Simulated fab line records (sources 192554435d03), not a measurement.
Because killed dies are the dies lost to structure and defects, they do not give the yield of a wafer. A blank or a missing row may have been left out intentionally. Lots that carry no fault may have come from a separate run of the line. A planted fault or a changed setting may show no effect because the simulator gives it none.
Chamber matching || flow n5-finfet || 3 sister chambers for N5_BEOL_M6_CURE_74 on uv-cure-03
The step cures SiCOH lowk, time 240 s. 6 wafers are shown with their chamber, then 9 later ones without.

## WAFERS, EACH WITH ITS CHAMBER
{"wafer": "L086.3", "chamber": 0, "wafer_temp_C_max": 386.6, "lamp-power-pct (%)": 52.33}
{"wafer": "L086.6", "chamber": 0, "wafer_temp_C_max": 386.1, "lamp-power-pct (%)": 52.33}
{"wafer": "L088.3", "chamber": 2, "wafer_temp_C_max": 386.7, "lamp-power-pct (%)": 52.30}
{"wafer": "L088.5", "chamber": 2, "wafer_temp_C_max": 386.7, "lamp-power-pct (%)": 52.37}
{"wafer": "L087.3", "chamber": 1, "wafer_temp_C_max": 388.5, "lamp-power-pct (%)": 52.38}
{"wafer": "L087.6", "chamber": 1, "wafer_temp_C_max": 387.2, "lamp-power-pct (%)": 52.43}

## WAFERS WITH NO CHAMBER GIVEN
{"wafer": "L090.1", "wafer_temp_C_max": 386.4, "lamp-power-pct (%)": 52.36}
{"wafer": "L090.4", "wafer_temp_C_max": 387.1, "lamp-power-pct (%)": 52.28}
{"wafer": "L090.5", "wafer_temp_C_max": 386.4, "lamp-power-pct (%)": 52.28}
{"wafer": "L090.2", "wafer_temp_C_max": 386.6, "lamp-power-pct (%)": 52.28}
{"wafer": "L090.3", "wafer_temp_C_max": 386.9, "lamp-power-pct (%)": 52.36}
{"wafer": "L090.6", "wafer_temp_C_max": 386.7, "lamp-power-pct (%)": 52.26}
{"wafer": "L096.2", "wafer_temp_C_max": 387.4, "lamp-power-pct (%)": 52.31}
{"wafer": "L096.3", "wafer_temp_C_max": 386.7, "lamp-power-pct (%)": 52.33}
{"wafer": "L096.4", "wafer_temp_C_max": 387.8, "lamp-power-pct (%)": 52.29}

## WHICH CHAMBER EACH WENT THROUGH
{"wafer": "L090.1", "from the rows above": "can't be placed: 0 or 2 or 1", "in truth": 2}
{"wafer": "L090.4", "from the rows above": "can't be placed: 2 or 0", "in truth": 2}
{"wafer": "L090.5", "from the rows above": "can't be placed: 0 or 2", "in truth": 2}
{"wafer": "L090.2", "from the rows above": "can't be placed: 0 or 2", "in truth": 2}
{"wafer": "L090.3", "from the rows above": "can't be placed: 2 or 0 or 1", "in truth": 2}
{"wafer": "L090.6", "from the rows above": "can't be placed: 0 or 2", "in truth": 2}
{"wafer": "L096.2", "from the rows above": "can't be placed: 2 or 0 or 1", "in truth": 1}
{"wafer": "L096.3", "from the rows above": "can't be placed: 2 or 0", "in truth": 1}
{"wafer": "L096.4", "from the rows above": "can't be placed: 2 or 0 or 1", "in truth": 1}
Correctly placed: 0 of 9. Cannot be placed on the basis of these rows: 9; the candidates contain the true chamber in 8. Wrongly placed: 0.
How it was worked out, from the rows above alone: a wafer's distance from a chamber is the root of the sum, over the readings, of the square of ((its reading less the chamber's mean) divided by the reading's scatter). If the next closest chamber is less than 2 further off than the closest, the wafer can't be placed; otherwise it belongs to the closest. The mean given for a chamber averages the wafers shown for that chamber. The scatter is the square root of a quotient: the sum, over the shown wafers, of each reading's squared deviation from its chamber's mean, divided by wafers minus chambers.
